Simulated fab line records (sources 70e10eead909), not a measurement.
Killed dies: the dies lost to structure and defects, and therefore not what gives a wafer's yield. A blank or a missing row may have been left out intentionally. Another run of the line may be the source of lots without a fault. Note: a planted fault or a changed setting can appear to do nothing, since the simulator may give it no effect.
Struck lot and sound lot, side by side	flow nandHarc	14 steps out of a route of 1302
Sound: the wafers L577.1, L577.3, L577.5. Struck: wafers L582.4, L582.5, L582.6. Last of all comes the cause.
Order at every step that has rows: each side's tool, ch and its chambers, its first start. Under that, the readings that differ: sound wafers	struck wafers	difference of the means	sigmas: that difference in standard deviations of wafers without a fault.
alike: words and numbers the same on both sides, and readings whose means are apart by under 2 such deviations; not compared: readings that were withheld, readings missing a value for some wafer, numbers with overlapping values and no deviation given by the record, and bounds like >300 which may hide the same value.
Wherever a step has rows on one side only, a row that says differs or no value, or a row with sigmas, the two part there. When numbers do not overlap yet have no deviation, they are printed without sigmas and do not part them. A reading missing from all wafers of one side parts the sides only when that side holds two or more wafers.

first, 1 step without rows for these wafers: NHARC_A_STAIRCASE_HARDBAKE_218 (time 140 s).
NHARC_A_STAIRCASE_DESCUM_219: chemistry O2, time 3 s.
  sound on rieDiel-02 ch 0,2,3, day 16 09:20; struck on rieDiel-02 ch 0,3, day 18 23:25
  alike: drypumpMotorCurrentA, oesProductAu, rfVppV, showerheadPlenumPTorr, throttleValvePct
  not compared: rfHoursCounterH
then, 4 steps without rows for these wafers: NHARC_A_STAIRCASE_TRIM_220 (chemistry O2, time 211.2 s); NHARC_A_STAIRCASE_ETCH_221 (etches the open film in C4F8/O2, target depth 100 nm, time 40.5 s); NHARC_A_STAIRCASE_TRIM_222 (chemistry O2, time 211.2 s); NHARC_A_STAIRCASE_ETCH_223 (etches the open film in C4F8/O2, target depth 100 nm, time 40.5 s).
NHARC_A_STAIRCASE_TRIM_224: chemistry O2, time 211.2 s.
  sound on rieDiel-02 ch 0,1,2; struck on rieDiel-02 ch 2,3
  alike: drypumpMotorCurrentA, oesProductAu, rfVppV, showerheadPlenumPTorr, throttleValvePct
  not compared: rfHoursCounterH
then, 1 step without rows for these wafers: NHARC_A_STAIRCASE_ETCH_225 (etches the open film in C4F8/O2, target depth 100 nm, time 40.5 s).
NHARC_A_STAIRCASE_TRIM_226: chemistry O2, time 211.2 s.
  sound on rieDiel-02 ch 0,2; struck on rieDiel-02 ch 0,1,2
  alike: drypumpMotorCurrentA, oesProductAu, rfVppV, showerheadPlenumPTorr, throttleValvePct
  not compared: rfHoursCounterH
NHARC_A_STAIRCASE_ETCH_227: etches the open film in C4F8/O2, target depth 100 nm, time 40.5 s.
  sound on rieDiel-02 ch 0,1,2; struck on rieDiel-02 ch 0,1
  alike: biasW, chamberPressureMTorr, oesProductAu, rfFwdPowerW, rfVppV
  not compared: rfHoursCounterH
NHARC_A_STAIRCASE_TRIM_229: chemistry O2, time 211.2 s.
  sound on rieDiel-02 ch 0,3, day 16 10:43; struck on rieDiel-02 ch 0,1,3, day 19 00:34
reading	sound	struck	difference	sigmas
throttleValvePct (%)	17.018 17.030 17.015	17.040 17.049 17.052	+0.026	+3
  alike: drypumpMotorCurrentA, oesProductAu, rfVppV, showerheadPlenumPTorr
  not compared: rfHoursCounterH
NHARC_A_STAIRCASE_ETCH_230: etches the open film in C4F8/O2, target depth 100 nm, time 40.5 s.
  sound on rieDiel-02 ch 0,2,3, day 16 10:55; struck on rieDiel-02 ch 0,1,2, day 19 00:44
  no value came back on the struck wafers for any of 5 readings (biasW (W), chamberPressureMTorr (mTorr) and others); on the sound wafers biasW (W) reads 995 997 1001
  not compared: rfHoursCounterH
then, 1 step without rows for these wafers: NHARC_A_STAIRCASE_TRIM_231 (chemistry O2, time 211.2 s).
-- break in the record here, with 9 days between the starts of the struck wafers on either side (left off in module A_STAIRCASE, picked up again in module END, where the first step shown is number 1302 on the route) --
NHARC_END_SORT_01:
  sound on prober-01 ch 0, day 24 23:25; struck on prober-02 ch 0, day 27 18:53
reading	sound	struck	difference	sigmas
hold	- - -	awaitDispo/1.6h/scrap awaitDispo/1.6h/scrap awaitDispo/1.6h/scrap	no value on the sound wafers	
killedAtArray	61 69 69	665 672 672	+603	+50
killedDies	66 69 72	677 677 677	+608	+51
  alike: killedAtOther, killedAtPeriphery, killedOpen, killedShort

## WHERE THEY PART
At NHARC_A_STAIRCASE_TRIM_229 first; at NHARC_END_SORT_01 last (within this record only).

WHY: the cause the simulator had injected
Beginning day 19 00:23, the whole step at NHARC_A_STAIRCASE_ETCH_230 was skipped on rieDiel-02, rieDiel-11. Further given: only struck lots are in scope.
